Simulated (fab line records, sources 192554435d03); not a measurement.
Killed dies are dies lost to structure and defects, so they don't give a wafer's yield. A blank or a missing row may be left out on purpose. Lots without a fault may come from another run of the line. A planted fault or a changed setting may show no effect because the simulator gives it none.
fab line records | flow n5_finfet
record lots=9 wafers=25 last_day=17
route steps=1938 shown BEOL_M4@1111 BEOL_M6@1210 PASSIVATION@1936
lots that met no fault: from a run of the same line without faults
start_h: hours from the record's first day to the start of the lot's first wafer shown | wait_h: hours since the lot's step before | " the same as in the row above | L1.1+2: a row that stands for several wafers | - no value, or no start given | * or withheld: withheld | < > ~ a bound
route shown NAME@n: a module of which the file shows steps, and the number in the route of the first | usual: mean/standard deviation of fault-free wafers | same: alike in all rows | chamber/n: place in a boat | sites: the reading at each site | _std_site: their standard deviation | _edge_site: outer sites' mean less inner sites' | radius_mm: how far each site lies from the wafer's centre | mask NAME#n: copy n | behind: the tool/chamber that last shaped the wafer | hold: why the lot was held/for how many hours/how that ended | device: the transistor (n, p or np) that didn't switch | end of line: the same wafers' tests at the end of the route | a step without rows: its recipe alone | killed: dies lost to structure and defects at the first sort, not the wafer's yield | map: a wafer's dies, x killed, . not, _ none there
set.NAME: the setting as run; set.NAME@STEP: as run at that earlier step | model.NAME: the simulator's own value behind a step, which no gauge read
steps of the route over a sample of lots; a table a step, a row a wafer
services: from which hour (start_h, from the record's first day; less than 0 if before it) a tool's chamber was out of use, for how many hours, and why
## steps
# step N5_BEOL_M4_RC_MEAS_101
# usual DIBL_N=36.1/1.5 DIBL_P=36.1/1.9 IOFF_N=0.159/0.029 IOFF_P=0.21/0.038 ION_N=675/11 ION_P=464/8.1 SS_N=71.5/0.57 SS_P=73.3/0.64 VT_N=249/3.1 VT_P=-250/3.8
# columns lot.wafer tool chamber start_h wait_h DIBL_N[mV/V] DIBL_P[mV/V] IOFF_N[nA/um] IOFF_P[nA/um] ION_N[uA/um] ION_P[uA/um] SS_N[mV/dec] SS_P[mV/dec] VT_N[mV] VT_P[mV]
L617.1 prober-02 0 219.08 0.0 37.8 38.2 0.171 0.24 679 470 72.0 74.1 250 -249
L617.4 " 0 " " 37.4 37.0 0.156 0.21 670 456 71.8 73.5 254 -249
L617.6 " 0 " " 36.2 36.6 0.140 0.21 657 465 71.6 73.0 249 -250
L618.1 prober-02 0 220.88 0.0 37.8 37.7 0.172 0.25 677 474 71.8 73.7 247 -246
L618.2 " 0 " " 36.2 35.2 0.136 0.21 667 465 71.3 73.1 251 -249
L618.5 " 0 " " 36.9 36.1 0.151 0.23 676 466 71.4 73.1 249 -247
L619.1 prober-01 0 221.25 0.0 38.4 39.8 0.223 0.27 690 473 71.5 73.7 245 -246
L619.2 " 0 " " 35.0 35.6 0.157 0.22 676 471 71.9 73.3 247 -249
L619.4 " 0 " " 34.1 34.0 0.149 0.19 677 467 71.1 72.8 247 -251
L622.3 prober-01 0 248.66 0.3 36.7 38.0 0.168 0.23 687 464 71.7 73.1 249 -249
L622.4 " 0 " " 34.2 34.1 0.113 0.17 656 460 70.8 73.2 256 -254
L622.6 " 0 " " 36.9 37.7 0.155 0.22 670 470 71.5 74.0 250 -250
L623.3 prober-02 0 249.42 0.6 36.8 35.6 0.172 0.18 677 454 71.0 73.2 248 -253
L623.5 " 0 " " 36.2 35.5 0.175 0.20 692 470 70.5 73.2 247 -252
L623.6 " 0 " " 37.0 36.4 0.184 0.19 686 452 71.6 74.3 245 -254
L627.1 prober-01 0 274.06 0.0 35.3 36.4 0.159 0.21 688 463 72.2 73.5 248 -249
L627.6 " 0 " " 37.3 39.1 0.206 0.26 689 468 72.0 74.1 244 -247
L629.1 prober-01 0 281.30 0.0 37.1 36.9 0.177 0.26 686 476 72.1 73.8 245 -245
L629.2 " 0 " " 36.9 37.2 0.184 0.28 691 481 71.4 73.1 248 -241
L629.6 " 0 " " 38.5 39.3 0.213 0.31 702 479 72.2 73.5 244 -241
L630.1 prober-02 0 300.63 0.0 35.6 36.6 0.159 0.20 674 456 71.3 72.6 247 -252
L630.5 " 0 " " 34.5 34.6 0.131 0.17 664 456 71.1 73.1 252 -255
L632.1 prober-01 0 321.45 0.0 36.2 36.8 0.181 0.23 684 469 71.1 73.3 247 -247
L632.3 " 0 " " 36.6 36.4 0.180 0.23 680 468 70.9 72.5 246 -248
L632.5 " 0 " " 34.8 36.0 0.168 0.23 686 473 71.5 73.6 244 -247
# step N5_BEOL_M6_DESCUM_16
# recipe chemistry=O2 time_s=7.9 source_power_w=50 bias_power_w=20 pressure_mtorr=20 rf_frequency_hz=2.712e+07 temp_c=40 resist=CAR-ArF o2_flow_sccm=225
# usual chamber_pressure_mTorr=19.998/0.016 drypump_motor_current_A=5.6/0.52 oes_product_au=0.82/0.056 rf_vpp_V=243.5/1.5 showerhead_plenum_p_Torr=2.11/0.086 throttle_valve_pct=20.37/0.18
# columns lot.wafer tool chamber start_h wait_h chamber_pressure_mTorr drypump_motor_current_A oes_product_au rf_hours_counter_h rf_vpp_V showerhead_plenum_p_Torr throttle_valve_pct
L617.1 rie_diel-06 1 233.62 0.0 20.006 6.7 0.78 127 242.7 2.01 20.49
L617.4 " 2 " " 20.019 5.4 0.86 53 244.8 2.22 20.51
L617.6 " 1 " " 20.002 6.7 0.78 - 242.7 2.01 20.49
L618.1 rie_diel-02 0 236.94 0.0 19.974 5.8 0.82 65 244.0 2.11 20.07
L618.2 " 3 " " 19.994 4.8 0.81 96 242.9 2.02 20.53
L618.5 " 1 " " 19.993 5.6 0.80 - 243.3 2.12 20.25
L619.1 rie_diel-02 3 239.02 0.0 20.007 4.8 0.81 96 242.1 2.02 20.53
L619.2 " 0 " " 19.999 5.8 0.81 65 243.1 2.11 20.04
L619.4 " 2 " " 19.997 5.7 0.78 102 246.1 2.22 20.50
L623.3 rie_diel-01 1 264.65 0.0 19.982 5.3 0.66 251 242.4 2.06 20.58
L623.5 " 3 " " 20.026 5.7 0.80 - 242.9 2.03 20.44
L623.6 " 2 " " 20.003 6.4 0.88 - 243.8 2.03 20.18
L622.3 rie_diel-02 0 265.26 0.2 19.961 5.8 0.81 74 242.9 2.11 20.07
L622.4 " 0 " " 20.026 5.8 0.80 - 244.5 2.11 20.07
L622.6 " 2 " " 20.007 5.8 0.78 - 245.3 2.22 20.52
L627.1 rie_diel-02 1 292.07 0.2 20.006 5.6 0.79 97 243.0 2.11 20.25
L627.6 " 1 " " 20.009 5.6 0.79 - 243.7 2.11 20.27
L629.1 rie_diel-01 3 293.75 0.2 20.008 5.7 0.78 85 242.1 2.02 20.46
L629.2 " 0 " " 20.018 6.1 0.93 8 245.4 2.23 20.27
L629.6 " 3 " " 19.995 5.7 0.78 - 241.7 2.02 20.47
L630.1 rie_diel-02 0 314.53 0.3 19.953 5.8 0.77 99 244.3 2.10 20.11
L630.5 " 1 " " 19.970 5.6 0.79 - 243.6 2.11 20.29
L632.1 rie_diel-06 3 337.01 0.3 20.015 5.1 0.81 103 246.0 2.18 20.38
L632.3 " 1 " " 20.014 6.7 0.75 162 242.2 2.00 20.55
L632.5 " 3 " " 19.999 5.1 0.80 - 244.5 2.18 20.39
# step N5_BEOL_M6_DESCUM_33
# recipe chemistry=O2 time_s=7 source_power_w=50 bias_power_w=20 pressure_mtorr=20 rf_frequency_hz=2.712e+07 temp_c=40 resist=CAR-EUV o2_flow_sccm=225
# usual chamber_pressure_mTorr=20.000/0.018 drypump_motor_current_A=5.6/0.53 oes_product_au=0.81/0.059 rf_vpp_V=243.3/1.5 showerhead_plenum_p_Torr=2.10/0.084 throttle_valve_pct=20.38/0.18
# columns lot.wafer tool chamber start_h wait_h chamber_pressure_mTorr drypump_motor_current_A oes_product_au rf_hours_counter_h rf_vpp_V showerhead_plenum_p_Torr throttle_valve_pct
L617.1 rie_diel-02 3 236.11 0.1 19.982 4.7 0.82 95 241.9 2.02 20.52
L617.4 " 2 " " 20.008 5.8 0.78 101 243.9 2.22 20.47
L617.6 " 3 " " 19.995 4.7 0.81 - 240.9 2.02 20.52
L618.1 rie_diel-06 2 238.16 0.2 20.029 5.4 0.85 54 244.9 2.22 20.53
L618.2 " 0 " " 19.987 5.3 0.85 38 243.2 2.24 20.56
L618.5 " 1 " " 20.022 6.7 0.78 - 241.7 2.01 20.50
L619.1 rie_diel-02 2 241.22 0.2 20.015 5.8 0.78 103 245.6 2.22 20.49
L619.2 " 0 " " 20.021 5.8 0.83 66 244.8 2.11 20.05
L619.4 " 1 " " 20.011 5.6 0.81 85 243.0 2.12 20.24
L623.3 rie_diel-06 0 266.21 0.4 19.998 5.3 0.83 48 245.0 2.24 20.56
L623.5 " 3 " " 19.981 5.1 0.82 - 244.7 2.19 20.35
L623.6 " 2 " " 19.986 5.5 0.85 - 244.0 2.21 20.55
L622.3 rie_diel-02 3 268.30 0.0 19.993 4.7 0.81 - 242.5 2.01 20.54
L622.4 " 0 " " 20.004 5.8 0.82 - 242.9 2.11 20.08
L622.6 " 3 " " 20.048 4.7 0.81 - 241.2 2.01 20.54
L627.1 rie_diel-02 3 293.44 0.0 20.015 4.8 0.80 120 241.7 2.01 20.56
L627.6 " 3 " " 19.985 4.8 0.79 - 241.6 2.01 20.55
L629.1 rie_diel-02 3 295.17 0.0 19.996 4.8 0.79 121 241.9 2.01 20.56
L629.2 " 1 " " 19.978 5.6 0.78 99 243.4 2.11 20.27
L629.6 " 3 " " 19.989 4.8 0.78 - 241.4 2.01 20.58
L630.1 rie_diel-06 2 316.12 0.0 19.991 5.4 0.82 81 244.7 2.21 20.55
L630.5 " 0 " " 20.019 5.3 0.81 - 245.0 2.23 20.61
L632.1 rie_diel-02 0 338.46 0.1 19.987 5.9 0.78 112 243.7 2.09 20.13
L632.3 " 0 " " 19.994 5.8 0.77 - 243.1 2.09 20.13
L632.5 " 1 " " 20.000 5.6 0.76 - 242.8 2.10 20.30
# step N5_BEOL_M6_ETCH_65
# recipe chemistry=CF4 target=SiARC target_depth_a=156 mask_material=CAR-EUV time_s=26 ion_energy_ev=80 pressure_mtorr=40 source_w=545 bias_w=36 Ar_flow_sccm=100 cf4_flow_sccm=100 ends=cleared
# usual chamber_pressure_mTorr=40.00/0.033 drypump_motor_current_A=5.6/0.53 etch_rf_on_time_s=25.9/0.42 oes_product_au=0.69/0.05 rf_vpp_V=184.2/1.2 showerhead_plenum_p_Torr=2.15/0.076 throttle_valve_pct=15.56/0.17
# columns lot.wafer tool chamber start_h wait_h chamber_pressure_mTorr drypump_motor_current_A etch_rf_on_time_s oes_product_au rf_hours_counter_h rf_vpp_V showerhead_plenum_p_Torr throttle_valve_pct
L617.1 rie_diel-02 3 236.16 0.0 40.00 4.7 26.3 0.68 95 182.9 2.07 15.72
L617.4 " 2 " " 39.97 5.7 25.8 0.67 101 184.5 2.23 15.43
L617.6 " 3 " " 40.02 4.7 26.1 0.69 - 182.5 2.07 15.74
L618.1 rie_diel-06 2 238.21 0.0 39.93 5.4 25.7 0.73 54 185.2 2.25 15.60
L618.2 " 0 " " 40.00 5.3 25.9 0.74 38 187.1 2.26 15.49
L618.5 " 1 " " 40.04 6.7 26.6 0.66 - 183.3 2.06 15.68
L619.1 rie_diel-02 2 241.27 0.0 39.98 5.8 25.8 0.68 103 184.3 2.23 15.43
L619.2 " 0 " " 39.96 5.8 25.5 0.71 66 185.3 2.18 15.34
L619.4 " 1 " " 40.00 5.6 25.5 0.70 85 184.2 2.17 15.42
L623.3 rie_diel-06 0 266.26 0.0 40.00 5.3 26.1 0.72 48 186.7 2.26 15.53
L623.5 " 3 " " 40.05 5.1 25.9 0.70 - 184.5 2.24 15.53
L623.6 " 2 " " 39.97 5.4 25.5 0.73 - 185.3 2.25 15.63
L622.3 rie_diel-02 3 268.37 0.0 39.95 4.7 26.7 0.67 - 182.6 2.07 15.77
L622.4 " 0 " " 40.02 5.8 26.0 0.70 - 184.7 2.17 15.38
L622.6 " 3 " " 39.95 4.7 26.6 0.68 - 182.5 2.07 15.76
L627.1 rie_diel-02 3 293.49 0.0 39.99 4.7 26.0 0.66 120 182.8 2.06 15.79
L627.6 " 3 " " 40.01 4.7 25.8 0.67 - 184.4 2.06 15.78
L629.1 rie_diel-02 3 295.23 0.0 40.00 4.8 26.2 0.66 121 183.4 2.06 15.79
L629.2 " 1 " " 40.00 5.6 25.3 0.69 99 185.2 2.16 15.46
L629.6 " 3 " " 39.96 4.8 26.4 0.67 - 181.7 2.06 15.80
L630.1 rie_diel-06 2 316.17 0.0 40.05 5.5 25.4 0.72 81 185.4 2.24 15.67
L630.5 " 0 " " 40.04 5.3 26.0 0.70 - 185.3 2.25 15.55
L632.1 rie_diel-02 0 338.54 0.0 39.98 5.8 26.1 0.66 112 184.1 2.16 15.44
L632.3 " 0 " " 39.96 5.8 26.0 0.67 - 183.4 2.16 15.44
L632.5 " 1 " " 40.03 5.6 25.6 0.66 - 183.5 2.16 15.50
# step N5_BEOL_M6_STRIP_36
# recipe chemistry=N2/H2 power_w=450 temp_c=40 pressure_mtorr=20 rf_frequency_hz=6e+07 overash_fraction=0.3 bias_power_w=7 h2_frac=0.5 n2_flow_sccm=200 h2_flow_sccm=200
# usual bias_power_w=6.998/0.017 chamber_pressure_mTorr=20.00/0.031 drypump_motor_current_A=5.6/0.53 oes_product_au=0.81/0.059 power_w=450.0/1.4 rf_vpp_V=59.4/1.5 showerhead_plenum_p_Torr=2.55/0.099 throttle_valve_pct=23.52/0.2
# columns lot.wafer tool chamber start_h wait_h bias_power_w chamber_pressure_mTorr drypump_motor_current_A oes_product_au power_w rf_hours_counter_h rf_vpp_V showerhead_plenum_p_Torr throttle_valve_pct
L617.1 rie_diel-02 3 236.34 0.0 - - - - - - - - -
L617.4 " 2 " " - - - - - - - - -
L617.6 " 3 " " - - - - - - - - -
L618.1 rie_diel-06 2 238.39 0.0 - - - - - - - - -
L618.2 " 0 " " - - - - - - - - -
L618.5 " 1 " " - - - - - - - - -
L619.1 rie_diel-02 2 241.46 0.0 - - - - - - - - -
L619.2 " 0 " " - - - - - - - - -
L619.4 " 1 " " - - - - - - - - -
L623.3 rie_diel-06 0 266.44 0.0 6.984 20.03 5.3 0.82 450.4 48 60.3 2.70 23.63
L623.5 " 3 " " 7.002 19.95 5.1 0.83 450.4 - 61.3 2.65 23.34
L623.6 " 2 " " 7.005 20.02 5.5 0.85 450.7 - 59.8 2.69 23.67
L622.3 rie_diel-02 3 268.65 0.0 7.004 20.00 4.8 0.80 450.8 - 59.5 2.44 23.46
L622.4 " 0 " " 6.992 19.98 5.8 0.81 450.7 - 61.7 2.59 23.41
L622.6 " 3 " " 6.997 20.01 4.8 0.80 449.8 - 59.0 2.44 23.47
L627.1 rie_diel-02 3 293.67 0.0 6.997 19.98 4.7 0.80 450.0 120 58.9 2.43 23.47
L627.6 " 3 " " 6.992 19.99 4.7 0.80 450.3 - 60.8 2.43 23.46
L629.1 rie_diel-02 3 295.41 0.0 7.018 19.97 4.8 0.78 447.6 121 56.7 2.43 23.45
L629.2 " 1 " " 6.977 20.01 5.6 0.80 450.5 99 58.6 2.56 23.26
L629.6 " 3 " " 7.041 19.96 4.7 0.78 449.5 - 60.6 2.43 23.46
L630.1 rie_diel-06 2 316.35 0.0 6.973 19.98 5.5 0.82 449.6 81 62.1 2.68 23.69
L630.5 " 0 " " 7.003 19.99 5.3 0.82 451.5 - 60.8 2.69 23.63
L632.1 rie_diel-02 0 338.81 0.0 7.008 20.01 5.8 0.76 447.7 112 58.9 2.57 23.49
L632.3 " 0 " " 6.982 20.02 5.8 0.77 449.7 - 60.1 2.57 23.49
L632.5 " 1 " " 6.996 19.95 5.6 0.77 450.7 - 60.3 2.55 23.27
# step N5_PASSIVATION_PROBE_49
# usual defect_limited_yield=91.5/1.6 killed_at_M0_to_M3=33/10 killed_at_M4_up=13/5.6 killed_at_contacts=13/6 killed_at_front_end=39/12 killed_at_other=3.0/2.8 killed_dies=101/19 killed_on_rim=13/4 killed_open=65/13 killed_short=32/8.3 sort_bin_5_function=5.0/1 sort_bin_6_memory=3.1/0.69 sort_n_pass=1079/19 sort_yield_pct=91.5/1.6
# same gross_dies=1180 killed_at_back_side=0 sort_bin_4_leakage[%]=0 sort_bin_8_speed[%]=0
# columns lot.wafer tool chamber start_h wait_h defect_limited_yield[%] killed_at_M0_to_M3 killed_at_M4_up killed_at_contacts killed_at_front_end killed_at_other killed_dies killed_on_rim killed_open killed_short sort_bin_5_function[%] sort_bin_6_memory[%] sort_n_pass sort_yield_pct[%]
L617.1 prober-02 - 315.71 0.0 0 25 1098 21 36 0 1180 152 68 22 97.0 2.7 0 0
L617.4 prober-02 - 315.86 0.2 0 31 1099 14 36 0 1180 152 68 26 96.9 3.0 0 0
L617.6 prober-02 - 315.96 0.3 0 40 1075 14 47 4 1180 152 89 31 96.3 3.6 0 0
L618.1 prober-02 - 323.61 0.0 0 49 1093 11 24 3 1180 152 71 34 96.9 3.0 0 0
L618.2 prober-02 - 323.66 0.1 0 64 1050 15 47 4 1180 152 89 62 94.2 5.0 0 0
L618.5 prober-02 - 323.81 0.2 0 43 1059 34 44 0 1180 152 83 49 95.9 4.0 0 0
L619.1 prober-01 - 327.19 0.0 0 35 1074 14 54 3 1180 152 88 34 96.0 3.6 0 0
L619.2 prober-01 - 327.24 0.1 0 22 1093 14 49 2 1180 152 63 35 96.2 3.3 0 0
L619.4 prober-01 - 327.34 0.2 0 37 1083 11 48 1 1180 152 79 34 96.5 3.2 0 0
# killed by level:class
L617.1 BEOL_M6:area_ald=1088 MOL_CONTACT_COAG:geometric_particle:open=20 STI_FIN_REVEAL:geometric_particle:open=16 BEOL_M0_SAQP:geometric_particle:open=9 BEOL_M0_SAQP:geometric_particle:short=7 FIN_SAQP:geometric_particle:short=5 FIN_SAQP:geometric_particle:open=4 DUMMY_GATE:geometric_particle:open=3
L617.4 BEOL_M6:area_ald=1085 MOL_CONTACT_COAG:geometric_particle:open=10 STI_FIN_REVEAL:geometric_particle:open=9 DUMMY_GATE:geometric_particle:open=8 BEOL_M1:geometric_particle:open=8 BEOL_M3:geometric_particle:open=6 ILD0:geometric_particle:open=5 BEOL_M4:geometric_particle:open=5
L617.6 BEOL_M6:area_ald=1059 FIN_SAQP:geometric_particle:open=16 MOL_CONTACT_COAG:geometric_particle:open=13 STI_FIN_REVEAL:geometric_particle:open=9 BEOL_M3:geometric_particle:open=9 BEOL_M0_SAQP:geometric_particle:open=7 BEOL_M0_SAQP:geometric_particle:short=7 BEOL_M0:geometric_particle:open=7
L618.1 BEOL_M6:area_ald=1075 BEOL_M3:geometric_particle:open=11 MOL_CONTACT_COAG:geometric_particle:open=10 FIN_SAQP:geometric_particle:open=9 BEOL_M0_SAQP:geometric_particle:short=9 BEOL_M4:geometric_particle:open=8 BEOL_M0:geometric_particle:open=7 BEOL_M2:geometric_particle:open=6
L618.2 BEOL_M6:area_ald=1027 BEOL_M0_SAQP:geometric_particle:short=20 FIN_SAQP:geometric_particle:short=19 BEOL_M0_SAQP:geometric_particle:open=19 MOL_CONTACT_COAG:geometric_particle:open=15 BEOL_M4:geometric_particle:open=14 FIN_SAQP:geometric_particle:open=13 BEOL_M3:geometric_particle:open=7
L618.5 BEOL_M6:area_ald=1047 MOL_CONTACT_COAG:geometric_particle:open=25 BEOL_M0_SAQP:geometric_particle:short=14 BEOL_M0_SAQP:geometric_particle:open=13 FIN_SAQP:geometric_particle:open=11 FIN_SAQP:geometric_particle:short=11 MOL_CONTACT_COAG:geometric_particle:short=9 STARTING-WAFER:geometric_particle:open=6
L619.1 BEOL_M6:area_ald=1053 STI_FIN_REVEAL:geometric_particle:open=17 MOL_CONTACT_COAG:geometric_particle:open=11 FIN_SAQP:geometric_particle:open=10 FIN_SAQP:geometric_particle:short=9 BEOL_M0_SAQP:geometric_particle:short=8 BEOL_M3:geometric_particle:open=8 BEOL_M0_SAQP:geometric_particle:open=6
L619.2 BEOL_M6:area_ald=1080 STI_FIN_REVEAL:geometric_particle:open=16 MOL_CONTACT_COAG:geometric_particle:open=11 FIN_SAQP:geometric_particle:short=6 STI_FIN_REVEAL:geometric_particle:short=5 BEOL_M0_SAQP:geometric_particle:short=5 BEOL_M3:geometric_particle:open=5 BEOL_M7:geometric_particle:open=5
L619.4 BEOL_M6:area_ald=1066 STI_FIN_REVEAL:geometric_particle:open=10 MOL_CONTACT_COAG:geometric_particle:open=10 BEOL_M0_SAQP:geometric_particle:open=10 FIN_SAQP:geometric_particle:open=9 BEOL_M4:geometric_particle:open=9 FIN_SAQP:geometric_particle:short=8 BEOL_M0_SAQP:geometric_particle:short=7
## services
# columns tool chamber start_h hours kind
rie_diel-06 3 219.51 1.4 repair
rie_diel-01 0 239.19 - clean
rie_diel-01 0 239.19 - consumable_replace:focus_ring
rie_diel-01 0 239.19 - consumable_replace:showerhead
rie_diel-01 0 239.19 32.1 scheduled_down
rie_diel-01 0 239.19 32.1 vent_cycle
rie_diel-02 1 259.35 18.6 repair
rie_diel-01 1 271.35 - clean
rie_diel-01 1 271.35 - consumable_replace:focus_ring
rie_diel-01 1 271.35 14.4 scheduled_down
rie_diel-01 1 271.35 14.4 vent_cycle
rie_diel-02 3 329.31 13.5 repair
## key
first_sign step=N5_BEOL_M6_STRIP_36 reading=tool_record direction=missing
effect step=N5_PASSIVATION_PROBE_49 reading=killed_at_M4_up direction=up sigmas=99+ usual=13 struck=1080
more_kills_born_at N5_BEOL_M6_ALD_77@ald_metal-03=9580
met_at N5_BEOL_M6_STRIP_36
struck_lots L617,L618,L619
later_rows_left_out L617.1,L617.4,L617.6,L618.1,L618.2,L618.5,L619.1,L619.2,L619.4
not_acting_at N5_BEOL_M6_DESCUM_16,N5_BEOL_M6_DESCUM_33,N5_BEOL_M6_ETCH_65
fault kind=skipped_step_whole tool=rie_diel-02,rie_diel-06 chamber=- onset_h=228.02 steps=N5_BEOL_M6_STRIP_36 scope=struck_lots_only
# later_rows_left_out: the simulator's readings of these wafers behind a module that went badly wrong aren't trusted and aren't shown, but for the sort
